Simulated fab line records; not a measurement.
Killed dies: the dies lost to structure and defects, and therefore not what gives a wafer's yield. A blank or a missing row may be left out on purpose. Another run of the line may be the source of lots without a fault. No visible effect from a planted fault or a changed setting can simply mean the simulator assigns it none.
fab line records	flow n5_finfet
record: lots: 7	wafers: 21	last_day: 17
route steps=1938 shown MIM_BOT_ETCH@1867 PASS1_CAP@1873 TV_LITHO@1875
lots that met no fault: taken from a fault-free run of the same line
start_h: the number of hours between the record's first day and the start of the first shown wafer of the lot	wait_h: hours elapsed since this lot's preceding step	" as in the row above	L1.1+2: a single row standing in for several wafers	- value missing, or start not given	* or withheld: withheld	< > ~ a bound
route shown NAME@n: names a module that has steps shown in the file, with the first one's number in the route	usual: mean and standard deviation over wafers with no fault	same: alike in all rows	chamber/n: place in a boat	sites: each site's reading	_std_site: their standard deviation	_edge_site: outer sites' mean less inner sites'	radius_mm: for every site, how far away it sits from the centre of the wafer	mask NAME#n: copy n	behind: the most recent tool/chamber to have shaped the wafer	hold: why the lot was held/for how many hours/how that ended	device: whichever transistor did not switch (one of n, p or np)	end of line: tests run on the same wafers once the route is complete	a step with no rows: only its recipe	killed: at the first sort, the dies lost to defects and structure; wafer yield is something else	map: dies across one wafer; x = killed, . = not, _ = none there
set.NAME: the setting the step ran with; set.NAME@STEP: the setting that earlier step ran with	model.NAME: the simulator's own value behind a step, which no gauge read
lots at some steps of the route; a table a step, a row a wafer
services: from which hour (start_h, from the record's first day; less than 0 if before it) a tool's chamber was out of use, for how many hours, and why
== steps ==
step: N5_MIM_BOT_ETCH_ETCH_03
recipe: chemistry: Cl2/BCl3	target_depth_a: 120	pressure_mtorr: 8	icp_w: 800	bias_w: 100	Cl2_flow_sccm: 20	bcl3_flow_sccm: 80
usual: drypump_motor_current_A: 5.7/0.47	oes_product_au: 0.82/0.11	rf_fwd_power_W: 794.9/2.7	throttle_valve_pct: 27.64/0.28
lot.wafer	tool	chamber	start_h	wait_h	drypump_motor_current_A	oes_product_au	rf_fwd_power_W	rf_hours_counter_h	throttle_valve_pct
L122.1	rie_metal-03	1	273.04	0.1	6.0	0.99	797.9	0	27.48
L122.2	"	0	"	"	6.1	0.81	792.8	32	27.94
L122.5	"	1	"	"	6.0	0.99	798.1	-	27.49
L133.1	rie_metal-02	0	337.17	0.1	6.1	0.85	798.4	24	27.45
L133.3	"	1	"	"	5.5	0.66	799.9	-	28.01
L133.4	"	0	"	"	6.1	0.85	792.8	-	27.44
L129.2	rie_metal-02	0	346.86	0.1	6.1	0.85	792.8	25	27.43
L129.3	"	0	"	"	6.1	0.85	795.1	-	27.45
L129.4	"	1	"	"	5.5	0.65	793.0	-	28.02
L135.1	rie_metal-03	1	347.23	0.1	6.0	0.93	795.6	7	27.49
L135.5	"	0	"	"	6.0	0.78	797.0	-	27.94
L135.6	"	1	"	"	6.0	0.92	796.4	-	27.51
L134.1	rie_metal-03	0	350.66	0.1	6.0	0.79	791.2	39	27.95
L134.2	"	1	"	"	6.0	0.93	794.1	7	27.50
L134.6	"	1	"	"	6.0	0.92	796.4	-	27.50
L137.1	rie_metal-02	1	378.08	0.1	5.5	0.66	791.3	104	28.03
L137.3	"	1	"	"	5.5	0.65	795.4	-	28.02
L137.4	"	0	"	"	6.1	0.84	794.1	-	27.46
L141.3	rie_metal-03	1	386.57	0.1	6.0	0.91	792.0	-	27.51
L141.5	"	1	"	"	6.0	0.91	797.0	-	27.52
L141.6	"	0	"	"	6.1	0.77	789.5	-	27.96
step: N5_MIM_BOT_ETCH_ETCH_00
recipe: chemistry: Cl2/BCl3	target: TiN	target_depth_a: 455	ion_energy_ev: 150	pressure_mtorr: 10	icp_w: 1000	bias_w: 126	Cl2_flow_sccm: 53.25	bcl3_flow_sccm: 21.75	Ar_flow_sccm: 25
usual: drypump_motor_current_A: 5.7/0.47	mfc_ar_sccm: 25.01/0.085	oes_product_au: 0.82/0.11	rf_fwd_power_W: 994/3.3	throttle_valve_pct: 22.03/0.26
lot.wafer	tool	chamber	start_h	wait_h	drypump_motor_current_A	mfc_ar_sccm	oes_product_au	rf_fwd_power_W	rf_hours_counter_h	throttle_valve_pct
L122.1	rie_metal-03	1	273.13	0.1	6.0	25.06	1.00	1000	0	21.67
L122.2	"	0	"	"	6.1	24.99	0.82	994	32	22.29
L122.5	"	1	"	"	6.0	25.09	1.00	997	-	21.68
L133.1	rie_metal-02	0	337.26	0.1	6.1	24.96	0.85	993	24	21.84
L133.3	"	1	"	"	5.5	25.09	0.65	997	-	22.35
L133.4	"	0	"	"	6.1	25.01	0.85	994	-	21.82
L129.2	rie_metal-02	0	346.95	0.1	6.1	25.11	0.86	989	25	21.86
L129.3	"	0	"	"	6.1	25.19	0.86	989	-	21.84
L129.4	"	1	"	"	5.5	25.12	0.66	997	-	22.35
L135.1	rie_metal-03	1	347.32	0.1	6.0	25.10	0.92	996	7	21.68
L135.5	"	0	"	"	6.0	25.01	0.79	992	-	22.33
L135.6	"	1	"	"	6.0	25.07	0.93	1003	-	21.68
L134.1	rie_metal-03	0	350.75	0.1	6.1	24.93	0.80	991	39	22.34
L134.2	"	1	"	"	6.0	25.09	0.92	990	7	21.71
L134.6	"	1	"	"	6.0	25.12	0.92	996	-	21.69
L137.1	rie_metal-02	1	378.17	0.1	5.5	25.00	0.65	996	104	22.34
L137.3	"	1	"	"	5.5	25.06	0.65	997	-	22.35
L137.4	"	0	"	"	6.1	25.22	0.84	993	-	21.85
L141.3	rie_metal-03	1	386.67	0.1	6.0	25.03	0.90	995	-	21.71
L141.5	"	1	"	"	6.0	25.11	0.90	997	-	21.70
L141.6	"	0	"	"	6.1	25.06	0.77	991	-	22.37
step: N5_MIM_BOT_ETCH_STRIP_01
recipe: chemistry: O2	power_w: 600	temp_c: 60	pressure_mtorr: 30	rf_frequency_hz: 6e+07	bias_power_w: 0	overash_fraction: 0.5	o2_flow_sccm: 225
usual: drypump_motor_current_A: 5.4/0.39	o2_flow_sccm: 225.0/0.66	oes_product_au: 0.79/0.091	rf_vpp_V: 3.7/1.3	showerhead_plenum_p_Torr: 2.09/0.089	throttle_valve_pct: 16.59/0.16
same: bias_power_w: 0
lot.wafer	tool	chamber	start_h	wait_h	drypump_motor_current_A	o2_flow_sccm	oes_product_au	rf_hours_counter_h	rf_vpp_V	showerhead_plenum_p_Torr	throttle_valve_pct
L122.1	rie_diel-04	2	273.40	0.2	4.8	225.1	0.86	73	2.0	2.05	16.63
L122.2	"	3	"	"	5.7	225.3	0.68	225	5.2	1.96	16.66
L122.5	"	2	"	"	4.8	225.1	0.84	-	4.4	2.05	16.65
L133.1	rie_diel-02	3	337.40	0.1	5.4	225.0	0.83	87	5.4	2.11	16.54
L133.3	"	1	"	"	5.0	225.2	0.79	93	4.2	2.13	16.51
L133.4	"	0	"	"	5.7	225.5	0.68	-	3.2	1.97	16.82
L129.2	rie_diel-02	0	347.09	0.1	5.7	225.0	0.67	263	3.1	1.97	16.84
L129.3	"	3	"	"	5.4	224.4	0.81	92	5.3	2.11	16.60
L129.4	"	0	"	"	5.7	225.4	0.67	-	2.6	1.97	16.81
L135.1	rie_diel-05	3	347.47	0.1	5.7	224.6	0.79	77	3.0	2.19	16.48
L135.5	"	0	"	"	4.9	224.5	0.72	-	2.1	2.10	16.44
L135.6	"	3	"	"	5.7	224.4	0.80	-	3.1	2.19	16.50
L134.1	rie_diel-04	1	350.89	0.1	5.3	224.7	0.91	17	1.4	2.13	16.56
L134.2	"	2	"	"	4.8	225.0	0.80	102	4.7	2.04	16.71
L134.6	"	2	"	"	4.8	224.7	0.81	-	2.3	2.04	16.66
L137.1	rie_diel-04	2	378.31	0.1	4.8	225.8	0.80	115	2.8	2.03	16.71
L137.3	"	0	"	"	5.9	225.9	0.95	11	4.5	2.22	16.34
L137.4	"	1	"	"	5.3	224.1	0.89	-	2.2	2.13	16.56
L141.3	rie_diel-04	0	386.77	0.1	5.9	224.7	0.90	14	6.2	2.21	16.34
L141.5	"	2	"	"	4.8	225.5	0.79	-	5.0	2.03	16.74
L141.6	"	3	"	"	5.6	225.2	0.99	-	3.8	2.22	16.29
step: N5_MIM_BOT_ETCH_STRIP_02
recipe: chemistry: post_etch_residue_remover	time_s: 1200	temp_c: 72.5
step: N5_MIM_BOT_ETCH_CLEAN_05
recipe: chemistry: IPA	time_s: 180	temp_c: 25
step: N5_MIM_BOT_ETCH_SRD_06
recipe: dry: ipa_marangoni	time_s: 30	temp_c: 23	rinse_liquid: diw
step: N5_PASSIVATION_PECVD_55
recipe: material: SiO2	target_thk_a: 4000	temp_c: 400	precursor: SiH4/N2O	pressure_torr: 2.7	rf_w: 608	time_s: 22.5
usual: heater_power_w: 645/92	rf_fwd_power_W: 601/3.6	showerhead_plenum_p_Torr: 8.23/0.13	throttle_valve_pct: 51.1/2.8
lot.wafer	tool	chamber	start_h	wait_h	heater_power_w	rf_fwd_power_W	showerhead_plenum_p_Torr	throttle_valve_pct
L122.1	pecvd-04	0	273.90	0.0	667	592	8.11	51.3
L122.2	"	1	"	"	569	603	8.44	51.8
L122.5	"	0	"	"	680	590	8.12	51.1
L133.1	pecvd-01	1	337.90	0.0	547	603	8.38	55.4
L133.3	"	2	"	"	705	602	8.25	48.4
L133.4	"	2	"	"	766	603	8.26	48.6
L129.2	pecvd-02	1	347.59	0.0	571	602	8.29	50.3
L129.3	"	2	"	"	787	605	8.12	50.5
L129.4	"	1	"	"	577	600	8.31	50.8
L135.1	pecvd-01	1	347.97	0.0	540	603	8.35	55.2
L135.5	"	2	"	"	720	599	8.28	48.6
L135.6	"	1	"	"	542	604	8.36	55.5
L134.1	pecvd-04	1	351.41	0.0	528	602	8.46	52.0
L134.2	"	0	"	"	682	595	8.13	51.6
L134.6	"	1	"	"	561	602	8.44	51.5
L137.1	pecvd-01	1	378.82	0.0	605	604	8.37	55.3
L137.3	"	0	"	"	725	604	8.06	51.8
L137.4	"	0	"	"	580	602	8.05	51.8
L141.3	pecvd-01	0	387.27	0.0	724	602	8.04	51.6
L141.5	"	0	"	"	702	601	8.06	51.7
L141.6	"	2	"	"	809	601	8.25	49.1
step: N5_PASSIVATION_PECVD_01
recipe: material: SiNx	target_thk_a: 2000	temp_c: 400	precursor: SiH4/NH3/N2	pressure_torr: 4.9	rf_w: 1406	time_s: 43.2
usual: heater_power_w: 365/100	rf_fwd_power_W: 1395/6.7	showerhead_plenum_p_Torr: 8.72/0.09	throttle_valve_pct: 28.9/1.5
lot.wafer	tool	chamber	start_h	wait_h	heater_power_w	rf_fwd_power_W	showerhead_plenum_p_Torr	throttle_valve_pct
L122.1	pecvd-04	0	273.94	0.0	356	1378	8.63	29.0
L122.2	"	1	"	"	308	1387	8.89	29.2
L122.5	"	0	"	"	379	1379	8.65	29.2
L133.1	pecvd-01	1	337.94	0.0	220	1395	8.81	31.5
L133.3	"	2	"	"	535	1399	8.76	27.3
L133.4	"	2	"	"	545	1397	8.72	27.3
L129.2	pecvd-02	1	347.63	0.0	379	1389	8.77	28.7
L129.3	"	2	"	"	562	1403	8.68	28.7
L129.4	"	1	"	"	241	1402	8.77	28.7
L135.1	pecvd-01	1	348.00	0.0	212	1400	8.82	31.2
L135.5	"	2	"	"	522	1396	8.73	27.2
L135.6	"	1	"	"	224	1403	8.82	31.2
L134.1	pecvd-04	1	351.45	0.0	370	1390	8.92	29.2
L134.2	"	0	"	"	436	1380	8.66	29.1
L134.6	"	1	"	"	234	1397	8.85	29.5
L137.1	pecvd-01	1	378.85	0.0	233	1407	8.84	31.4
L137.3	"	0	"	"	400	1399	8.59	29.1
L137.4	"	0	"	"	418	1399	8.59	29.2
L141.3	pecvd-01	0	387.31	0.0	408	1403	8.60	29.0
L141.5	"	0	"	"	429	1391	8.60	29.2
L141.6	"	2	"	"	485	1392	8.72	27.6
step: N5_PASSIVATION_HMDS_03
recipe: time_s: 60	temp_c: 120
step: N5_PASSIVATION_COAT_04
recipe: spin_rpm: *	resist_thk_nm: *
step: N5_PASSIVATION_EBR_06
recipe: solvent: PGMEA	ebr_width_mm: 1.5
step: N5_PASSIVATION_SOFTBAKE_05
recipe: temp_c: 100	time_s: 90
step: N5_PASSIVATION_EXPOSE_07
recipe: mask_id: TV	na: 0.55	source_shape: conventional	sigma_outer: 0.8	polarization: unpolarized	defocus_nm: 0	target_cd_nm: 3000	dose_mj: 22.75
usual: exposure_dose_mJ_cm2: 22.751/0.021	focus_offset_nm: 0.0/0.49
lot.wafer	tool	chamber	start_h	wait_h	mask	exposure_dose_mJ_cm2	focus_offset_nm
L122.1	krf_scanner-02	0	274.29	-	TV#0	22.780	0.0
L122.2	"	0	"	"	TV#0	22.783	0.8
L122.5	"	0	"	"	TV#0	22.769	-0.1
L133.1	krf_scanner-01	0	339.40	-	TV#0	22.751	-0.5
L133.3	"	0	"	"	TV#0	22.713	0.0
L133.4	"	0	"	"	TV#0	22.739	-0.6
L129.2	krf_scanner-01	-	351.97	-	TV#0	-	-
L129.3	"	-	"	"	TV#0	-	-
L129.4	"	-	"	"	TV#0	-	-
L134.1	krf_scanner-02	-	352.26	-	TV#0	-	-
L134.2	"	-	"	"	TV#0	-	-
L134.6	"	-	"	"	TV#0	-	-
L135.1	krf_scanner-01	-	353.81	-	TV#0	-	-
L135.5	"	-	"	"	TV#0	-	-
L135.6	"	-	"	"	TV#0	-	-
L137.1	krf_scanner-02	0	379.29	-	TV#0	22.737	0.6
L137.3	"	0	"	"	TV#0	22.737	0.7
L137.4	"	0	"	"	TV#0	22.752	-0.3
L141.3	krf_scanner-01	0	388.09	-	TV#0	22.772	0.4
L141.5	"	0	"	"	TV#0	22.744	0.2
L141.6	"	0	"	"	TV#0	22.780	0.2
step: N5_PASSIVATION_PEB_08
recipe: peb_temp_c: withheld	peb_time_s: *
== services ==
tool	chamber	start_h	hours	kind
rie_diel-05	1	253.43	2.5	repair
krf_scanner-01	-	261.91	1.4	repair
pecvd-01	0	265.44	4.3	repair
rie_diel-02	-	273.16	0.6	repair
rie_diel-05	-	278.82	0.5	repair
rie_diel-05	2	282.21	3.3	repair
krf_scanner-02	-	284.84	0.9	repair
rie_metal-03	1	308.49	1.2	repair
rie_diel-02	3	310.74	16.3	repair
pecvd-04	-	314.96	6.0	pm
pecvd-02	-	318.61	0.8	repair
krf_scanner-01	-	318.72	4.4	pm
rie_diel-04	0	330.12	3.0	repair
krf_scanner-02	-	330.99	1.6	repair
krf_scanner-01	-	333.66	1.3	pm
rie_diel-05	2	333.81	16.7	repair
krf_scanner-02	-	336.99	0.2	repair
krf_scanner-02	-	340.35	0.8	pm
rie_diel-04	3	346.95	4.0	repair
krf_scanner-02	-	348.73	1.0	pm
rie_metal-03	1	352.13	5.4	repair
rie_metal-02	-	353.89	0.2	repair
krf_scanner-02	-	357.62	1.3	pm
krf_scanner-02	-	367.74	4.5	repair
== key ==
first_sign: step: N5_PASSIVATION_EXPOSE_07	reading: tool_record	direction: missing
effect none on later readings
met_at N5_PASSIVATION_EXPOSE_07
struck_wafers L129.2,L129.3,L129.4,L134.1,L134.2,L134.6,L135.1,L135.5,L135.6
later_rows_left_out L129.2,L129.3,L129.4,L134.1,L134.2,L134.6,L135.1,L135.5,L135.6
sort_left_out L129.2,L129.3,L129.4,L134.1,L134.2,L134.6,L135.1,L135.5,L135.6
onset_between 339.40 351.97
fault: kind: skipped_step_whole	tool: krf_scanner-01,krf_scanner-02	chamber: -	onset_h: 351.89	steps: N5_PASSIVATION_EXPOSE_07	scope: struck_lots_only
sort_left_out: the simulated sort isn't trusted on such a fault, so these wafers' sort isn't shown, and their yield isn't known
later_rows_left_out: the simulator's readings of these wafers behind a module that went badly wrong aren't trusted and aren't shown, but for the sort
